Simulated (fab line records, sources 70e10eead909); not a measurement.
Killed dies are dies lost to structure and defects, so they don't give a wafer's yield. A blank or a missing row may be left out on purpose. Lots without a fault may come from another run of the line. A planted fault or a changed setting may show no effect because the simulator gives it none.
Which tool did it? | flow nand_harc | 24 lots, 72 wafers sampled, at 1 step of a route of 1302

WHAT THE GAUGES READ, wafer by wafer
NHARC_A_SIN_REMOVE_INSPECT_04.
lot  | measured     | on                | raw_defect_count
L074 | day 20 20:43 | defect_inspect-01 | 459 470 411
L075 | day 20 20:43 | defect_inspect-02 | 378 390 344
L077 | day 21 04:47 | defect_inspect-01 | 339 381 406
L076 | day 21 04:47 | defect_inspect-02 | 650 372 350
L078 | day 21 13:10 | defect_inspect-01 | 471 500 440
L081 | day 22 21:26 | defect_inspect-01 | 564 466 600
L080 | day 23 01:14 | defect_inspect-02 | 384 438 504
L079 | day 23 07:02 | defect_inspect-01 | 688 530 539
L083 | day 24 04:56 | defect_inspect-02 | 340 342 250
L082 | day 24 07:06 | defect_inspect-02 | 379 354 448
L085 | day 24 09:38 | defect_inspect-02 | 323 301 435
L084 | day 24 09:38 | defect_inspect-01 | 649 416 411
L086 | day 25 02:06 | defect_inspect-02 | 253 391 203
L087 | day 26 04:08 | defect_inspect-02 | 370 367 384
L089 | day 26 04:09 | defect_inspect-01 | 402 528 497
L088 | day 26 07:57 | defect_inspect-02 | 450 336 276
L090 | day 26 18:23 | defect_inspect-01 | 455 706 453
L091 | day 27 13:20 | defect_inspect-01 | 320 318 370
L094 | day 28 07:14 | defect_inspect-02 | 439 457 366
L092 | day 28 07:14 | defect_inspect-01 | 410 499 440
L093 | day 28 11:01 | defect_inspect-01 | 559 564 573
L096 | day 29 14:25 | defect_inspect-01 | 278 321 310
L095 | day 29 18:13 | defect_inspect-02 | 194 333 290
L097 | day 30 02:25 | defect_inspect-01 | 437 474 426

WHICH TOOL RAN EACH LOT (tool, then ch and the chambers of the sampled wafers, then the start)
The record holds no process step before these readings.

WHAT THE TOOLS THEMSELVES READ (means of the sampled wafers that have a number; where no wafer has one, the mark that the record gives instead)
The record holds no such reading with a usual standard deviation.

THE ANSWER, worked out from the rows above alone
Rule: what is usual is taken from the lots themselves. Put in order of their means at a reading, lots are off if they are a third of the lots or fewer, leave a main group of 4 or more, and stand apart from it by a gap of 3 or more times the standard deviation of the main group's means; of several such gaps the widest counts. A main group whose means are all the same, to the digits that the tables above print for the reading, isn't used. A lot without any number at a reading at which 4 lots or more have one is off too. The other lots that the step has rows for count as sound. The gauges are gone through in route order, then the tools' own readings, and for those a lot's mean is taken as printed above. The first step at which some lot is off is used, and at that step the reading that is off furthest; a lot without a number counts as furthest.
No lot is off at any reading shown: from this, nothing can be told.

WHAT THE SIMULATOR HAD PUT IN
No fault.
